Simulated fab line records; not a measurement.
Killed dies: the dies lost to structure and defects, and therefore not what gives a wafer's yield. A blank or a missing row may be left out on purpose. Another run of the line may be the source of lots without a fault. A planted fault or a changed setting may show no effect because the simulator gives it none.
Matching of chambers -- flow n5_finfet -- rie_diel-04 running N5_HKMG_FIN_ETCH_86: 4 sister chambers
The step etches SOC in N2/H2, stops on TiN, target depth 393.2 nm. 4 wafers are shown with their chamber, then 12 later ones without.

== WAFERS PAIRED WITH THEIR CHAMBERS ==
wafer,chamber,showerhead_plenum_p_Torr (Torr)
L083.5,3,2.43
L086.1,2,2.48
L086.2,1,2.61
L086.4,0,2.43

== WAFERS MISSING THEIR CHAMBER ==
wafer,showerhead_plenum_p_Torr (Torr)
L088.2,2.61
L088.5,2.47
L088.6,2.61
L089.3,2.42
L089.4,2.42
L089.5,2.42
L093.1,2.42
L093.2,2.47
L093.3,2.42
L096.1,2.42
L096.2,2.60
L096.4,2.47

== EACH ONE'S CHAMBER ==
wafer,from the rows above,in truth
L088.2,1,1
L088.5,2,2
L088.6,1,1
L089.3,can't be placed: 0 or 3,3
L089.4,can't be placed: 0 or 3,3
L089.5,can't be placed: 0 or 3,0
L093.1,can't be placed: 0 or 3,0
L093.2,2,2
L093.3,can't be placed: 0 or 3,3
L096.1,can't be placed: 0 or 3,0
L096.2,1,1
L096.4,2,2
Placed correctly: 6 of 12. Cannot be placed on the basis of these rows: 6; the candidates contain the true chamber in 6. Number placed wrongly: 0.
How it was worked out, from the rows above alone: a wafer's distance from a chamber is the root of the sum, over the readings, of the square of ((its reading less the chamber's mean) divided by the reading's scatter). The wafer belongs to the nearest chamber; if the next one is less than 2 further off, it can't be placed. A chamber's mean is the mean of its shown wafers. The scatter (one wafer shown for each chamber): square how far every hidden wafer sits from the nearest shown wafer, average those squares and take the square root.
